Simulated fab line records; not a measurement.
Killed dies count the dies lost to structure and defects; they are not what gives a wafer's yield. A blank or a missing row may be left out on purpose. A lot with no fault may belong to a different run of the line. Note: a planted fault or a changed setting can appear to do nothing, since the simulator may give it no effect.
fab line records	flow n5Finfet
record: lots: 7	wafers: 39
route steps=1938 shown PMOS_HMC_CHANNEL_EPI@78 DUMMY_GATE@215 SD_EPI_N@267 HKMG_FIN@451
startH: hours from the record's first day to the start of the lot's first wafer shown	waitH: how many hours have passed since the lot's step before this one	" identical to the entry in the row above	L1.1+2: a row that stands for several wafers	- either no value or no given start	* or withheld: withheld	< > ~ a bound
route shown NAME@n: names a module that has steps shown in the file, with the first one's number in the route	usual: mean and standard deviation over wafers with no fault	same: alike in all rows	chamber/n: place in a boat	sites: readings site by site	_std_site: how widely they spread, as a standard deviation	_edge_site: the outer-site mean with the inner-site mean subtracted	radiusMm: for every site, how far away it sits from the centre of the wafer	mask NAME#n: copy n	behind: the last tool/chamber to shape the wafer	hold: reason for holding the lot/hours on hold/outcome of the hold	device: the transistor (n, p or np) that didn't switch	end of line: tests of these same wafers at the route's end	where a step has no rows: the recipe by itself	killed: not the wafer's yield, but the dies lost to structure and defects at the first sort	map: a wafer's dies, x killed, . not, _ none there
set.NAME: the run value of the setting; set.NAME@STEP: its run value at that earlier step	model.NAME: the simulator's own value behind a step, which no gauge read
one table per step and one row per wafer, for lots whose settings were changed on purpose
== steps ==
step: N5_PMOS_HMC_CHANNEL_EPI_EPI_20
recipe: material: SiGe30	maskMaterial: SiO2	pressureTorr: 20	targetThkA: 590	tempC: 600
lot.wafer	tool	chamber	startH	waitH	set.tempC	model.SiGe30_of_PMOS_HMC_CHANNEL_EPI_EPI_20.thkNm
L079.1	epiRpcvd-02	0	48.50	0.0	595.3	54.66
L079.2	"	0	"	"	595.3	54.18
L079.3	"	0	"	"	595.3	54.34
L079.4	"	0	"	"	600	58.73
L079.5	"	0	"	"	600	58.94
L079.6	"	0	"	"	600	59.03
L082.1	epiRpcvd-02	0	65.57	0.0	596.6	55.7
L082.2	"	0	"	"	600	58.16
L082.3	"	0	"	"	600	58.6
L082.4	"	0	"	"	596.6	54.54
L082.5	"	0	"	"	596.6	55.13
L082.6	"	0	"	"	600	57.93
L087.1	epiRpcvd-02	0	96.68	0.0	600	57.88
L087.2	"	0	"	"	603	61.34
L087.3	"	0	"	"	603	61.9
L087.4	"	0	"	"	600	58.17
L087.5	"	0	"	"	603	61.68
L087.6	"	0	"	"	600	58.9
L088.1	epiRpcvd-04	0	102.06	0.0	600	59.23
L088.2	"	0	"	"	598.1	57.41
L088.3	"	0	"	"	600	59.02
L088.4	"	0	"	"	600	59.29
L088.5+6	"	0	"	"	598.1	57.28
L091.3	epiRpcvd-01	0	120.31	0.6	600	58.89
L091.4	"	0	"	"	600	59.47
L091.6	"	0	"	"	600	59.31
L095.1	epiRpcvd-04	0	144.03	0.0	600	60.56
L095.2	"	0	"	"	593.4	52.64
L095.3	"	0	"	"	593.4	53.61
L095.4	"	0	"	"	593.4	53.15
L095.5	"	0	"	"	600	60.38
L095.6	"	0	"	"	600	60.11
L096.1	epiRpcvd-02	0	150.93	0.0	600	57.65
L096.2+5	"	0	"	"	600	59
L096.3	"	0	"	"	600	59.05
L096.4	"	0	"	"	600	59.02
L096.6	"	0	"	"	600	58.58
step: N5_DUMMY_GATE_CVD_03
recipe: material: a-Si	targetThkA: 1500	tempC: 530	precursor: SiH4	timeS: 8042
lot.wafer	tool	chamber	startH	waitH	set.targetThkA	model.a-Si_of_DUMMY_GATE_CVD_03.thkNm
L079.1	-	-	-	0.1	1397	139.8
L079.2	"	-	"	"	1397	140.4
L079.3+4	"	-	"	"	1397	140.2
L079.5	"	-	"	"	1397	141
L079.6	"	-	"	"	1397	140.8
L082.1+2	-	-	-	0.1	1500	150.8
L082.3+6	"	-	"	"	1500	151.2
L082.4	"	-	"	"	1500	150.2
L082.5	"	-	"	"	1500	151
L087.1	-	-	-	0.1	1500	150
L087.2	"	-	"	"	1500	151.4
L087.3+6	"	-	"	"	1500	150.6
L087.4	"	-	"	"	1500	150.4
L087.5	"	-	"	"	1500	151
L088.1	-	-	-	1.1	1500	148.4
L088.2	"	-	"	"	1500	149.4
L088.3	"	-	"	"	1500	150.8
L088.4+6	"	-	"	"	1500	150
L088.5	"	-	"	"	1500	149
L091.3	lpcvd-02	0/50	139.67	0.1	1500	150
L091.4	"	0/54	"	"	1500	151.4
L091.6	"	0/64	"	"	1500	149.6
L095.1	-	-	-	0.1	1392	139.2
L095.2	"	-	"	"	1392	140.2
L095.3	"	-	"	"	1392	141.2
L095.4	"	-	"	"	1392	141.8
L095.5	"	-	"	"	1392	140.6
L095.6	"	-	"	"	1392	140.8
L096.1+6	-	-	-	0.1	1625	161.8
L096.2+4	"	-	"	"	1625	162.2
L096.3	"	-	"	"	1625	162.4
L096.5	"	-	"	"	1625	161.6
step: N5_DUMMY_GATE_ETCH_32
recipe: chemistry: CF4	target: SiO2	targetDepthA: 35	timeS: 3.9	ionEnergyEv: 350	pressureMtorr: 10	icpW: 800	biasW: 400	cf4FlowSccm: 80
lot.wafer	tool	chamber	startH	waitH	set.timeS	model.etch.depthNm
L079.1	rieSi-02	1	81.39	0.1	3.9	3.52
L079.2	"	0	"	"	3.286	2.897
L079.3+5	"	2,1	"	"	3.9	3.528
L079.4	"	3	"	"	3.286	3.024
L079.6	"	2	"	"	3.286	2.969
L082.1	rieSi-02	3	93.76	0.1	3.9	3.652
L082.2	"	0	"	"	3.9	3.492
L082.3	"	2	"	"	3.9	3.546
L082.4	"	1	"	"	3.9	3.558
L082.5	"	3	"	"	3.9	3.642
L082.6	"	2	"	"	3.9	3.559
L087.1	rieSi-02	2	128.97	0.1	3.9	3.472
L087.2	"	3	"	"	4.436	4.126
L087.3	"	1	"	"	3.9	3.54
L087.4	"	0	"	"	4.436	3.945
L087.5	"	3	"	"	4.436	4.138
L087.6	"	2	"	"	3.9	3.504
L088.1	rieSi-02	0	135.00	0.1	3.9	3.518
L088.2	"	3	"	"	4.305	4.009
L088.3	"	2	"	"	3.9	3.493
L088.4	"	1	"	"	4.305	3.892
L088.5	"	0	"	"	4.305	3.863
L088.6	"	3	"	"	3.9	3.62
L091.3	rieSi-06	1	149.36	0.1	3.9	3.645
L091.4	"	2	"	"	3.9	3.338
L091.6	"	1	"	"	3.9	3.635
L095.1	rieSi-03	1	174.25	0.1	3.9	3.571
L095.2	"	3	"	"	3.574	3.076
L095.3	"	2	"	"	3.9	3.574
L095.4	"	0	"	"	3.574	3.278
L095.5	"	0	"	"	3.574	3.344
L095.6	"	1	"	"	3.9	3.56
L096.1	rieSi-03	0	179.47	0.1	3.122	2.93
L096.2	"	3	"	"	3.122	2.735
L096.3	"	1	"	"	3.9	3.608
L096.4	"	2	"	"	3.122	2.907
L096.5	"	3	"	"	3.9	3.446
L096.6	"	0	"	"	3.9	3.659
step: N5_SD_EPI_N_EXPOSE_06
recipe: maskId: SD_N_BLK	na: 1.35	sourceShape: conventional	sigmaOuter: 0.8	polarization: unpolarized	targetCdNm: 120	doseMj: 39.75
lot.wafer	tool	chamber	startH	waitH	mask	set.doseMj
L079.1+2+6	arfiScanner-02	0	82.64	-	SD_N_BLK#0	39.75
L079.3+4+5	"	0	"	"	SD_N_BLK#0	38.59
L082.1+2+3+4+5+6	arfiScanner-02	0	95.68	-	SD_N_BLK#0	39.75
L087.1+2+6	arfiScanner-03	0	130.78	-	SD_N_BLK#0	40.92
L087.3+4+5	"	0	"	"	SD_N_BLK#0	39.75
L088.1+5+6	arfiScanner-01	0	136.37	-	SD_N_BLK#0	39.75
L088.2+3+4	"	0	"	"	SD_N_BLK#0	41.11
L091.3+4+6	arfiScanner-03	0	150.93	-	SD_N_BLK#0	39.75
L095.1+3+5	arfiScanner-01	0	176.20	-	SD_N_BLK#0	39.75
L095.2+4+6	"	0	"	"	SD_N_BLK#0	37.66
L096.1+3+6	arfiScanner-03	0	181.45	-	SD_N_BLK#0	38.38
L096.2+4+5	"	0	"	"	SD_N_BLK#0	39.75
step: N5_SD_EPI_N_PEB_07
recipe: pebTempC: 110	pebTimeS: 60	resist: CAR-ArF-block
step: N5_SD_EPI_N_DEVELOP_08
recipe: developTimeS: 30	developer: TMAH	resist: CAR-ArF-block	devTempC: 23	rinseLiquid: diw	dry: airSpin
step: N5_SD_EPI_N_CD_MEAS_09
recipe: targetCdNm: 120	landingEnergyEv: 500	detector: seInlens
usual: cdNm: 120.2/0.54
lot.wafer	tool	chamber	startH	waitH	set.doseMj@SD_EPI_N_EXPOSE_06	cdNm
L079.1	cdSem-01	0	82.76	-	39.75	121.4
L079.2	"	0	"	"	39.75	120.4
L079.3	"	0	"	"	38.59	118.5
L079.4	"	0	"	"	38.59	118.4
L079.5	"	0	"	"	38.59	117.7
L079.6	"	0	"	"	39.75	120.5
L082.1	cdSem-02	0	95.80	-	39.75	120.3
L082.2	"	0	"	"	39.75	120.4
L082.3	"	0	"	"	39.75	120.1
L082.4	"	0	"	"	39.75	120.9
L082.5	"	0	"	"	39.75	119.9
L082.6	"	0	"	"	39.75	120.4
L087.1	cdSem-01	0	130.90	-	40.92	122.5
L087.2	"	0	"	"	40.92	122.0
L087.3	"	0	"	"	39.75	119.8
L087.4	"	0	"	"	39.75	118.9
L087.5	"	0	"	"	39.75	120.3
L087.6	"	0	"	"	40.92	121.7
L088.1	cdSem-01	0	136.49	-	39.75	120.1
L088.2	"	0	"	"	41.11	122.7
L088.3	"	0	"	"	41.11	122.2
L088.4	"	0	"	"	41.11	122.8
L088.5	"	0	"	"	39.75	120.7
L088.6	"	0	"	"	39.75	120.2
L091.3	cdSem-03	0	151.05	-	39.75	120.9
L091.4	"	0	"	"	39.75	121.1
L091.6	"	0	"	"	39.75	119.4
L095.1	cdSem-01	0	176.33	-	39.75	120.1
L095.2	"	0	"	"	37.66	116.0
L095.3	"	0	"	"	39.75	120.6
L095.4	"	0	"	"	37.66	116.2
L095.5	"	0	"	"	39.75	120.2
L095.6	"	0	"	"	37.66	116.3
L096.1	cdSem-03	0	181.57	-	38.38	117.8
L096.2	"	0	"	"	39.75	119.3
L096.3	"	0	"	"	38.38	118.3
L096.4	"	0	"	"	39.75	119.9
L096.5	"	0	"	"	39.75	120.2
L096.6	"	0	"	"	38.38	118.0
step: N5_SD_EPI_N_DESCUM_14
recipe: chemistry: O2	timeS: 7.9	sourcePowerW: 50	biasPowerW: 20	pressureMtorr: 20	rfFrequencyHz: 2.712e+07	tempC: 40	resist: CAR-ArF-block	o2FlowSccm: 225
lot.wafer	tool	chamber	startH	waitH	set.doseMj@SD_EPI_N_EXPOSE_06	model.SD_EPI_N.cdNm
L079.1	rieDiel-02	3	82.87	0.1	39.75	121.2
L079.2+6	"	1,0	"	"	39.75	120.6
L079.3+4	"	2,0	"	"	38.59	118.4
L079.5	"	1	"	"	38.59	117.8
L082.1+6	rieDiel-01	0,2	95.89	0.0	39.75	120.4
L082.2	"	2	"	"	39.75	120.6
L082.3	"	3	"	"	39.75	120.2
L082.4	"	3	"	"	39.75	120.8
L082.5	"	0	"	"	39.75	120
L087.1	rieDiel-02	0	131.02	0.1	40.92	122.8
L087.2	"	3	"	"	40.92	121.8
L087.3	"	2	"	"	39.75	119.6
L087.4	"	1	"	"	39.75	118.8
L087.5	"	0	"	"	39.75	120.2
L087.6	"	1	"	"	40.92	122
L088.1	rieDiel-06	2	136.61	0.1	39.75	120.2
L088.2+4	"	3,1	"	"	41.11	122.6
L088.3	"	0	"	"	41.11	122.4
L088.5	"	0	"	"	39.75	120.4
L088.6	"	1	"	"	39.75	120
L091.3	rieDiel-01	0	151.13	0.0	39.75	120.8
L091.4	"	3	"	"	39.75	121
L091.6	"	1	"	"	39.75	119.6
L095.1	rieDiel-01	1	176.42	0.0	39.75	120.2
L095.2	"	2	"	"	37.66	115.8
L095.3	"	3	"	"	39.75	121
L095.4	"	0	"	"	37.66	116.6
L095.5	"	2	"	"	39.75	-
L095.6	"	3	"	"	37.66	116.2
L096.1	rieDiel-01	0	181.66	0.0	38.38	117.8
L096.2	"	3	"	"	39.75	119.4
L096.3+6	"	1,0	"	"	38.38	118
L096.4	"	2	"	"	39.75	120
L096.5	"	3	"	"	39.75	120.2
step: N5_SD_EPI_N_ETCH_34
recipe: chemistry: CF4	target: SiARC	targetDepthA: 455	maskMaterial: CAR-ArF-block	timeS: 75.8	ionEnergyEv: 80	pressureMtorr: 40	sourceW: 545	biasW: 36	Ar_flow_sccm: 100	cf4FlowSccm: 100	ends: cleared
lot.wafer	tool	chamber	startH	waitH	set.doseMj@SD_EPI_N_EXPOSE_06	model.SD_EPI_N.cdNm
L079.1	rieDiel-02	3	82.91	0.0	39.75	121.2
L079.2	"	1	"	"	39.75	120.2
L079.3+4	"	2,0	"	"	38.59	118.2
L079.5	"	1	"	"	38.59	117.4
L079.6	"	0	"	"	39.75	120.4
L082.1+5	rieDiel-01	0	95.93	0.0	39.75	120.2
L082.2	"	2	"	"	39.75	120.4
L082.3	"	3	"	"	39.75	119.8
L082.4+6	"	3,2	"	"	39.75	120.6
L087.1	rieDiel-02	0	131.06	0.0	40.92	123
L087.2	"	3	"	"	40.92	122
L087.3	"	2	"	"	39.75	119.6
L087.4	"	1	"	"	39.75	118.8
L087.5	"	0	"	"	39.75	120.4
L087.6	"	1	"	"	40.92	121.8
L088.1+6	rieDiel-06	2,1	136.64	0.0	39.75	120.2
L088.2	"	3	"	"	41.11	122.2
L088.3	"	0	"	"	41.11	122.4
L088.4	"	1	"	"	41.11	122.8
L088.5	"	0	"	"	39.75	120.4
L091.3	rieDiel-01	0	151.17	0.0	39.75	120.8
L091.4	"	3	"	"	39.75	120.6
L091.6	"	1	"	"	39.75	120
L095.1	rieDiel-01	1	176.45	0.0	39.75	120.4
L095.2	"	2	"	"	37.66	115.8
L095.3	"	3	"	"	39.75	120.8
L095.4	"	0	"	"	37.66	116.4
L095.5	"	2	"	"	39.75	120
L095.6	"	3	"	"	37.66	116.2
L096.1	rieDiel-01	0	181.70	0.0	38.38	118
L096.2	"	3	"	"	39.75	119.2
L096.3+6	"	1,0	"	"	38.38	118.2
L096.4	"	2	"	"	39.75	120.2
L096.5	"	3	"	"	39.75	120
step: N5_SD_EPI_N_ETCH_35
recipe: chemistry: N2/H2	target: SOC	overetchA: 1080	maskMaterial: SiARC	tempC: 40	ionEnergyEv: 100	sourceW: 3000	biasW: 133	pressureMtorr: 20	timeS: 486	n2FlowSccm: 200	h2FlowSccm: 200
step: N5_SD_EPI_N_STRIP_36
recipe: chemistry: N2/H2	tempC: 40	n2FlowSccm: 200	h2FlowSccm: 200	rfFrequencyHz: 6e+07
step: N5_SD_EPI_N_ETCHBACK_44
recipe: chemistry: CH3F/O2	mode: anisotropicEtchback	target: SiNx	targetDepthA: 145	stopOn: SiO2	overEtchFrac: 0.3	ionEnergyEv: 120	pressureMtorr: 30	sourceW: 395	biasW: 73	Ar_flow_sccm: 150	CH3F_flow_sccm: 30	O2_flow_sccm: 20
lot.wafer	tool	chamber	startH	waitH	set.doseMj@SD_EPI_N_EXPOSE_06	model.SD_EPI_N.cdNm
L079.1+6	rieDiel-02	1,0	83.29	0.0	39.75	120.8
L079.2	"	2	"	"	39.75	120
L079.3	"	0	"	"	38.59	118.8
L079.4	"	1	"	"	38.59	117.6
L079.5	"	2	"	"	38.59	118
L082.1	rieDiel-01	0	96.31	0.0	39.75	120
L082.2	"	2	"	"	39.75	121
L082.3	"	3	"	"	39.75	119.4
L082.4	"	3	"	"	39.75	120.2
L082.5	"	0	"	"	39.75	121.4
L082.6	"	2	"	"	39.75	121.2
L087.1	rieDiel-02	0	131.44	0.0	40.92	122.8
L087.2	"	3	"	"	40.92	120.4
L087.3	"	2	"	"	39.75	119.8
L087.4	"	1	"	"	39.75	119.4
L087.5	"	0	"	"	39.75	119.6
L087.6	"	1	"	"	40.92	121.6
L088.1	rieDiel-06	2	137.02	0.0	39.75	119.6
L088.2+3	"	3,0	"	"	41.11	123.8
L088.4	"	1	"	"	41.11	122.4
L088.5	"	0	"	"	39.75	122
L088.6	"	1	"	"	39.75	120
L091.3	rieDiel-01	0	151.55	0.0	39.75	121.6
L091.4	"	3	"	"	39.75	120
L091.6	"	1	"	"	39.75	119.4
L095.1	rieDiel-01	1	176.83	0.0	39.75	119.6
L095.2+6	"	2,3	"	"	37.66	116
L095.3	"	3	"	"	39.75	120.6
L095.4	"	0	"	"	37.66	117.2
L095.5	"	2	"	"	39.75	120
L096.1	rieDiel-01	0	182.08	0.0	38.38	118.4
L096.2	"	3	"	"	39.75	119
L096.3	"	1	"	"	38.38	117.2
L096.4	"	2	"	"	39.75	120.2
L096.5	"	3	"	"	39.75	119.4
L096.6	"	0	"	"	38.38	117.8
step: N5_HKMG_FIN_ETCH_67
recipe: chemistry: N2/H2	target: SOC	targetDepthA: 3889	stopOn: TiN	ionEnergyEv: 100	biasW: 61	pressureMtorr: 30	sourceW: 850	n2FlowSccm: 200	h2FlowSccm: 200
lot.wafer	tool	chamber	startH	waitH	set.targetDepthA	model.SOC_of_HKMG_FIN_COAT_66.thkNm
L079.1	rieDiel-01	0	113.73	-	3889	17.2
L079.2	"	2	"	"	3889	11.8
L079.3	"	1	"	"	3889	8.6
L079.4	"	3	"	"	3667	21.2
L079.5	"	3	"	"	3667	20.8
L079.6	"	0	"	"	3667	35.4
L082.1	rieDiel-06	0	125.32	-	3889	25.4
L082.2	"	1	"	"	3466	44
L082.3	"	3	"	"	3889	19.6
L082.4	"	2	"	"	3466	49
L082.5	"	1	"	"	3466	44.8
L082.6	"	2	"	"	3889	19.2
L087.1+3	rieDiel-02	3,0	159.89	-	3889	17.2
L087.2	"	1	"	"	3889	21.2
L087.4	"	2	"	"	3889	11.8
L087.5	"	3	"	"	3889	20.6
L087.6	"	0	"	"	3889	16
L088.1	rieDiel-01	1	164.60	-	3889	15.6
L088.2	"	2	"	"	3749	28.8
L088.3	"	3	"	"	3889	8.2
L088.4	"	0	"	"	3749	33
L088.5	"	2	"	"	3889	16.4
L088.6	"	1	"	"	3749	25.8
L091.3	rieDiel-06	3	180.95	-	3889	21.4
L091.4	"	0	"	"	3889	28.2
L091.6	"	2	"	"	3889	22
L095.1+5+6	rieDiel-06	3,2,3	205.44	-	4346	8.2
L095.2	"	2	"	"	3889	22.4
L095.3	"	0	"	"	3889	25.2
L095.4	"	0	"	"	3889	27.8
L096.1	rieDiel-02	1	210.62	-	3889	21.6
L096.2+3+4	"	3,0,2	"	"	4276	8.2
L096.5	"	2	"	"	3889	18
L096.6	"	3	"	"	3889	17.6
== key ==
split: step: N5_PMOS_HMC_CHANNEL_EPI_EPI_20	setting: tempC	stated: 600	by: wafer
response: step: N5_PMOS_HMC_CHANNEL_EPI_EPI_20	reading: model.SiGe30_of_PMOS_HMC_CHANNEL_EPI_EPI_20.thkNm	change: +6.21	per: 1%	r: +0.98
split: step: N5_DUMMY_GATE_CVD_03	setting: targetThkA	stated: 1500	by: lot
response: step: N5_DUMMY_GATE_CVD_03	reading: model.a-Si_of_DUMMY_GATE_CVD_03.thkNm	change: +1.4	per: 1%	r: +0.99
split: step: N5_DUMMY_GATE_ETCH_32	setting: timeS	stated: 3.9	by: wafer
response: step: N5_DUMMY_GATE_ETCH_32	reading: model.etch.depthNm	change: +0.0371	per: 1%	r: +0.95
split: step: N5_SD_EPI_N_EXPOSE_06	setting: doseMj	stated: 39.75	by: wafer
response: step: N5_SD_EPI_N_CD_MEAS_09	reading: cdNm	change: +0.734	per: 1%	r: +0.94
response: step: N5_SD_EPI_N_DESCUM_14	reading: model.SD_EPI_N.cdNm	change: +0.773	per: 1%	r: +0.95
response: step: N5_SD_EPI_N_ETCH_34	reading: model.SD_EPI_N.cdNm	change: +0.75	per: 1%	r: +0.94
response: step: N5_SD_EPI_N_ETCHBACK_44	reading: model.SD_EPI_N.cdNm	change: +0.698	per: 1%	r: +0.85
split: step: N5_HKMG_FIN_ETCH_67	setting: targetDepthA	stated: 3889	by: wafer
response: step: N5_HKMG_FIN_ETCH_67	reading: model.SOC_of_HKMG_FIN_COAT_66.thkNm	change: -1.76	per: 1%	r: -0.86
